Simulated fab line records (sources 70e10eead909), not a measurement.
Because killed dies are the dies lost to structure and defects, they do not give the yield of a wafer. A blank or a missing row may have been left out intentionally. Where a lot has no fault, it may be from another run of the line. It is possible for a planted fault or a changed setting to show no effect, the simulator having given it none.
fab line records	flow nandHarc
record lots=12	wafers=36	lastDay=24
route steps=1159 shown P_ZERO_WELL@41 P_STI@90
lots that met no fault: from a run of the same line without faults
startH: start of the lot's first displayed wafer, in hours after the record's first day	waitH: hours since the lot's step before	" repeats the value in the row above	L1.1+2: several wafers, shown together as one row	- no value, or no start was given	* or withheld: withheld	< > ~ a bound
route shown NAME@n: a module of which the file shows steps, and the number in the route of the first	usual: the fault-free wafers' mean and standard deviation	same: alike in all rows	chamber/n: place in a boat	sites: each site's reading	_std_site: standard deviation of those values	_edge_site: inner sites' mean taken away from outer sites' mean	radiusMm: for every site, how far away it sits from the centre of the wafer	mask NAME#n: copy n	behind: the last tool/chamber to shape the wafer	hold: what put the lot on hold/how long, in hours/how the hold closed	device: whichever transistor did not switch (one of n, p or np)	end of line: the route-end tests of the same wafers	where a step has no rows: the recipe by itself	killed: at the first sort, the dies lost to defects and structure; wafer yield is something else	map: dies across one wafer; x = killed, . = not, _ = none there
set.NAME: the setting the step ran with; set.NAME@STEP: the setting that earlier step ran with	model.NAME: the simulator's own value behind a step, which no gauge read
the route's steps for a sample of lots (tables are steps, rows are wafers)
services: from which hour (startH, from the record's first day; less than 0 if before it) a tool's chamber was out of use, for how many hours, and why
## steps
# step NHARC_P_ZERO_WELL_EXPOSE_34
# recipe na=0.6	targetCdNm=720	doseMj=22.31	maskId=P_PWELL
lot.wafer	tool	chamber	startH	waitH	mask
L612.1+4+5	krfScanner-03	0	16.00	-	P_PWELL#0
L614.3+4+5	krfScanner-04	0	28.24	-	P_PWELL#0
L613.2+4+6	krfScanner-03	0	38.26	-	P_PWELL#0
L617.2+4+6	krfScanner-03	0	46.10	-	P_PWELL#0
L618.1+2+6	krfScanner-03	0	51.96	-	P_PWELL#0
L621.1+3+5	krfScanner-03	0	70.19	-	P_PWELL_R1#0
L622.1+2+4	krfScanner-03	0	76.00	-	P_PWELL#0
L629.3+5+6	krfScanner-02	0	117.98	-	P_PWELL#0
L632.1+2+5	krfScanner-03	0	135.85	-	P_PWELL#0
L633.2+4+6	krfScanner-03	0	141.95	-	P_PWELL#0
L634.1+3+5	krfScanner-03	0	147.85	-	P_PWELL#0
L635.1+2+3	krfScanner-03	0	153.95	-	P_PWELL#0
# step NHARC_P_ZERO_WELL_CD_MEAS_37
# recipe targetCdNm=720	landingEnergyEv=500
# usual cdNm=719.2/1.8
lot.wafer	tool	chamber	startH	waitH	hold	cdNm
L612.1	cdSem-03	0	16.16	-	-	721.4
L612.4	"	0	"	"	-	718.9
L612.5	"	0	"	"	-	721.0
L614.3	cdSem-01	0	28.39	-	-	718.4
L614.4	"	0	"	"	-	719.0
L614.5	"	0	"	"	-	719.9
L613.2	cdSem-02	0	38.42	-	-	715.7
L613.4	"	0	"	"	-	717.9
L613.6	"	0	"	"	-	719.4
L617.2	cdSem-02	0	46.25	-	-	722.2
L617.4	"	0	"	"	-	723.4
L617.6	"	0	"	"	-	720.6
L618.1	cdSem-01	0	52.12	-	-	718.4
L618.2	"	0	"	"	-	717.4
L618.6	"	0	"	"	-	717.3
L621.1	cdSem-02	0	70.35	-	awaitDispo/0.2h/release	729.2
L621.3	"	0	"	"	awaitDispo/0.2h/release	726.5
L621.5	"	0	"	"	awaitDispo/0.2h/release	726.4
L621.1	cdSem-02	0	-	-	-	729.4
L621.3	"	0	"	"	-	726.2
L621.5	"	0	"	"	-	725.9
L622.1	cdSem-02	0	76.16	-	-	718.5
L622.2	"	0	"	"	-	717.9
L622.4	"	0	"	"	-	716.5
L629.3	cdSem-03	0	118.13	-	-	721.2
L629.5	"	0	"	"	-	718.5
L629.6	"	0	"	"	-	718.8
L632.1	cdSem-03	0	136.00	-	-	720.7
L632.2	"	0	"	"	-	721.2
L632.5	"	0	"	"	-	720.3
L633.2	cdSem-03	0	142.10	-	-	718.9
L633.4	"	0	"	"	-	719.8
L633.6	"	0	"	"	-	719.8
L634.1	cdSem-03	0	148.01	-	-	716.1
L634.3	"	0	"	"	-	718.1
L634.5	"	0	"	"	-	720.6
L635.1	cdSem-01	0	154.11	-	-	719.9
L635.2	"	0	"	"	-	720.1
L635.3	"	0	"	"	-	721.5
# step NHARC_P_ZERO_WELL_DESCUM_54
# recipe timeS=3	o2FlowSccm=200	arFlowSccm=0	biasPowerW=0	chemistry=O2
# usual drypumpMotorCurrentA=5.91/0.23	oesProductAu=1.003/0.01	rfVppV=57.9/0.87	showerheadPlenumPTorr=1.93/0.054	throttleValvePct=11.311/0.0092
# same biasPowerW=0
lot.wafer	tool	chamber	startH	waitH	drypumpMotorCurrentA	oesProductAu	rfHoursCounterH	rfVppV	showerheadPlenumPTorr	throttleValvePct
L612.1	rieDiel-06	2	17.99	-	5.85	1.017	8.9	57.6	1.93	11.306
L612.4	"	3	"	"	5.90	0.998	9.7	58.0	1.87	11.301
L612.5	"	0	"	"	6.18	0.995	-	57.8	1.90	11.310
L614.3	rieDiel-06	1	30.20	-	5.90	0.997	8.0	56.7	1.92	11.328
L614.4	"	2	"	"	5.87	1.011	9.7	57.3	1.93	11.300
L614.5	"	0	"	"	6.18	1.005	-	57.8	1.90	11.321
L613.2	rieDiel-07	3	40.25	-	5.43	0.994	5.3	57.0	1.97	11.320
L613.4	"	0	"	"	6.42	1.005	9.8	56.9	1.92	11.307
L613.6	"	1	"	"	5.42	0.988	-	58.6	2.03	11.311
L617.2	rieDiel-06	0	47.93	-	6.15	0.987	11.3	60.2	1.90	11.315
L617.4	"	1	"	"	5.89	0.986	9.8	56.9	1.92	11.302
L617.6	"	0	"	"	6.17	1.000	-	57.7	1.90	11.304
L618.2	rieDiel-06	1	53.82	-	5.90	0.999	9.9	57.7	1.92	11.303
L618.1	"	3	"	"	5.90	0.989	12.4	57.9	1.87	11.300
L618.6	"	1	"	"	5.88	0.997	-	58.5	1.92	11.314
L621.3	rieDiel-02	2	74.35	-	6.01	1.004	7.3	58.7	2.02	11.302
L621.1	"	0	"	"	5.75	1.004	5.6	57.8	1.98	11.297
L621.5	"	2	"	"	6.01	1.005	-	59.0	2.02	11.309
L622.1	rieDiel-02	0	77.97	-	5.78	1.004	6.3	58.7	1.98	11.310
L622.2	"	1	"	"	6.05	1.004	7.2	57.5	1.88	11.324
L622.4	"	3	"	"	5.91	1.014	6.7	55.6	1.84	11.298
L629.3	rieDiel-02	0	119.84	-	5.78	1.008	8.7	56.8	1.98	11.321
L629.6	"	2	"	"	6.03	1.002	-	57.7	2.02	11.306
L629.5	"	3	"	"	5.90	1.007	-	56.9	1.84	11.331
L632.1	rieDiel-06	2	137.70	-	5.87	1.013	6.5	59.2	1.93	11.293
L632.2	"	3	"	"	5.88	1.016	5.8	58.3	1.86	11.326
L632.5	"	1	"	"	5.87	0.999	-	59.2	1.92	11.309
L633.4	rieDiel-06	3	143.78	-	5.90	1.013	6.0	59.5	1.86	11.314
L633.2	"	0	"	"	6.18	0.998	4.9	57.3	1.89	11.307
L633.6	"	2	"	"	5.88	1.016	-	58.0	1.93	11.305
L634.1	rieDiel-06	3	149.81	-	5.90	1.010	6.4	58.1	1.86	11.314
L634.3	"	2	"	"	5.86	1.007	7.2	57.9	1.93	11.316
L634.5	"	3	"	"	5.89	1.020	-	58.7	1.86	11.322
L635.1	rieDiel-07	1	155.91	-	5.40	0.998	5.5	57.2	2.02	11.313
L635.2	"	3	"	"	5.42	0.999	5.0	57.4	1.97	11.317
L635.3	"	0	"	"	6.41	1.014	5.8	58.2	1.92	11.320
# step NHARC_P_STI_ETCH_15
# recipe targetDepthA=3000	taperDeg=4	timeS=100.1	hbrFlowSccm=150	cl2FlowSccm=50	rfW=400	icpW=400	biasW=100	chemistry=HBr/Cl2
# usual drypumpMotorCurrentA=5.8/0.36	oesProductAu=1.002/0.0099	throttleValvePct=26.406/0.0087
lot.wafer	tool	chamber	startH	waitH	drypumpMotorCurrentA	oesProductAu	rfHoursCounterH	throttleValvePct
L612.4	rieSi-01	3	35.65	-	5.3	1.004	0.6	26.407
L612.1	"	1	"	"	5.8	1.003	0.6	26.419
L612.5	"	2	"	"	5.9	1.007	-	26.410
L614.3	rieSi-06	3	50.46	-	6.0	0.987	0.1	26.399
L614.4	"	0	"	"	5.5	1.000	0.1	26.397
L614.5	"	2	"	"	5.3	0.996	-	26.402
L613.2	rieSi-01	1	57.92	-	5.8	0.997	0.7	26.412
L613.4	"	2	"	"	6.0	1.004	0.7	26.396
L613.6	"	3	"	"	5.3	0.993	-	26.416
L617.2	rieSi-01	2	66.61	-	6.0	1.002	0.8	26.406
L617.4	"	0	"	"	5.7	0.999	0.9	26.399
L617.6	"	3	"	"	5.3	1.003	-	26.404
L618.2	rieSi-05	3	71.50	-	5.4	1.017	0.0	26.402
L618.1	"	0	"	"	5.9	1.015	0.0	26.408
L618.6	"	2	"	"	6.0	1.016	-	26.412
L621.3	rieSi-06	1	91.76	-	6.5	1.009	0.4	26.420
L621.1	"	2	"	"	5.3	0.994	0.5	26.391
L621.5	"	1	"	"	6.6	0.999	-	26.398
L622.2	rieSi-05	0	100.36	-	5.9	1.007	0.1	26.422
L622.4	"	1	"	"	6.1	1.008	0.2	26.404
L622.1	"	3	"	"	5.4	1.003	0.2	26.394
L629.3	rieSi-01	2	137.25	-	6.0	1.027	0.0	26.414
L629.6	"	2	"	"	5.9	1.018	-	26.405
L629.5	"	3	"	"	5.3	0.996	-	26.411
L632.1	rieSi-05	0	155.77	-	5.9	1.005	0.5	26.426
L632.2	"	1	"	"	6.1	0.996	0.6	26.393
L632.5	"	0	"	"	5.9	1.006	-	26.400
L633.2	rieSi-01	3	162.56	-	5.3	0.998	0.2	26.416
L633.4	"	1	"	"	5.8	1.015	0.2	26.414
L633.6	"	3	"	"	5.3	0.996	-	26.407
L634.3	rieSi-05	0	167.33	-	5.9	0.998	0.6	26.400
L634.1	"	1	"	"	6.1	1.005	0.7	26.406
L634.5	"	1	"	"	6.1	1.000	-	26.401
L635.1	rieSi-05	1	174.35	-	6.1	1.002	0.7	26.418
L635.2	"	2	"	"	6.0	1.013	0.7	26.393
L635.3	"	3	"	"	5.4	1.014	0.7	26.404
# step NHARC_P_STI_CD_MEAS_16
# usual cdNm=199.6/2.6
lot.wafer	tool	chamber	startH	waitH	cdNm
L612.1	cdSem-01	-	35.80	-	198.5
L612.4	"	-	"	"	197.3
L612.5	"	-	"	"	201.7
L614.3	cdSem-01	-	50.61	-	206.2
L614.4	"	-	"	"	200.5
L614.5	"	-	"	"	199.5
L613.2	cdSem-03	-	58.06	-	199.0
L613.4	"	-	"	"	196.0
L613.6	"	-	"	"	203.7
L617.2	cdSem-02	-	66.77	-	202.4
L617.4	"	-	"	"	199.8
L617.6	"	-	"	"	197.3
L618.1	cdSem-01	-	71.64	-	200.6
L618.2	"	-	"	"	201.5
L618.6	"	-	"	"	200.5
L621.1	cdSem-01	-	91.91	-	194.8
L621.3	"	-	"	"	203.7
L621.5	"	-	"	"	195.6
L622.1	cdSem-03	-	100.53	-	197.1
L622.2	"	-	"	"	199.0
L622.4	"	-	"	"	197.6
L629.3	cdSem-03	-	137.42	-	197.1
L629.5	"	-	"	"	201.0
L629.6	"	-	"	"	199.3
L632.1	cdSem-02	-	155.93	-	200.7
L632.2	"	-	"	"	198.8
L632.5	"	-	"	"	202.3
L633.2	cdSem-02	-	162.71	-	201.8
L633.4	"	-	"	"	193.7
L633.6	"	-	"	"	200.6
L634.1	cdSem-02	-	167.49	-	198.4
L634.3	"	-	"	"	200.6
L634.5	"	-	"	"	199.6
L635.1	cdSem-01	-	174.55	-	204.8
L635.2	"	-	"	"	203.1
L635.3	"	-	"	"	202.0
## services
tool	chamber	startH	hours	kind
rieSi-05	3	-7.50	14.8	repair
rieDiel-02	3	-6.58	5.2	repair
krfScanner-03	-	-4.00	4.0	pm
rieDiel-07	2	-0.70	26.7	repair
rieDiel-06	-	-0.64	0.8	repair
rieSi-06	-	6.00	9.0	pm
rieDiel-06	-	12.14	0.4	repair
rieDiel-02	0	17.96	6.9	repair
rieDiel-06	-	39.99	0.3	repair
rieDiel-02	3	43.72	3.7	repair
rieDiel-07	-	51.20	9.0	pm
rieSi-05	-	62.00	9.0	pm
rieDiel-06	-	64.20	9.0	pm
rieDiel-07	0	68.44	7.0	repair
rieSi-01	-	87.75	0.6	repair
rieDiel-06	0	89.64	9.4	repair
krfScanner-03	-	100.26	0.5	repair
rieSi-05	1	102.45	1.5	repair
rieSi-01	1	122.17	14.7	repair
rieSi-01	-	127.00	9.0	pm
rieDiel-02	-	150.70	9.0	pm
rieDiel-06	1	155.88	1.4	repair
krfScanner-03	-	168.00	4.0	pm
rieSi-05	0	172.59	3.8	repair
## key
firstSign step=NHARC_P_ZERO_WELL_EXPOSE_34	reading=mask	direction=changed
effect step=NHARC_P_ZERO_WELL_CD_MEAS_37	reading=visit	direction=added
metAt NHARC_P_ZERO_WELL_EXPOSE_34
struckLots L621
testerLeftOut L621
notActingAt NHARC_P_ZERO_WELL_DESCUM_54,NHARC_P_STI_ETCH_15,NHARC_P_STI_CD_MEAS_16
onsetBetween 51.96 70.19
fault kind=wrongMask	tool=any	chamber=-	onsetH=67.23	steps=NHARC_P_ZERO_WELL_EXPOSE_34	auxCopy=P_PWELL_R1#0	cdOffsetNm=10.664	scope=struckLotsOnly
# testerLeftOut: of these lots the tester's yield and bins aren't shown, on N5 and GAA mostly nor the transistor test; their killed dies are dies lost to structure and defects alone, not to doping, threshold or leakage, so they don't give the yield
